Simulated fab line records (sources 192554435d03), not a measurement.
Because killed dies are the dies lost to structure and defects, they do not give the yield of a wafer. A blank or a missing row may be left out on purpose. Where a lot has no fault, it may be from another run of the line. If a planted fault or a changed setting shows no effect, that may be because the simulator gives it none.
Chamber matching -- flow n5 finfet -- 4 sister chambers for N5_BEOL_M14_DESCUM_33 on rie diel-04
The step chemistry O2, time 7.9 s. 4 wafers are shown with their chamber, then 7 later ones without.

WAFERS WITH THEIR CHAMBER
wafer,chamber,showerhead plenum p Torr (Torr)
L504.6,0,2.21
L508.6,2,2.06
L510.1,3,2.00
L510.4,1,2.17

WAFERS WITHOUT THEIR CHAMBER
wafer,showerhead plenum p Torr (Torr)
L510.6,2.17
L513.1,2.17
L513.2,2.21
L513.4,2.06
L516.1,2.20
L516.2,2.06
L516.4,2.00

WHICH CHAMBER EACH ONE RAN IN
wafer,from the rows above,in truth
L510.6,1,1
L513.1,1,1
L513.2,0,0
L513.4,2,2
L516.1,0,0
L516.2,2,2
L516.4,3,3
Correct placement for 7 of the 7. Can't be placed from these rows: 0. 0 placed wrongly.
How it was worked out, from the rows above alone: a wafer's distance from a chamber is the root of the sum, over the readings, of the square of ((its reading less the chamber's mean) divided by the reading's scatter). The wafer belongs to the nearest chamber; if the next one is less than 2 further off, it can't be placed. Each chamber's mean is taken over the wafers shown for it. The scatter: with one shown wafer a chamber, the root of the mean of the squares of how far each hidden wafer lies from its nearest shown one.
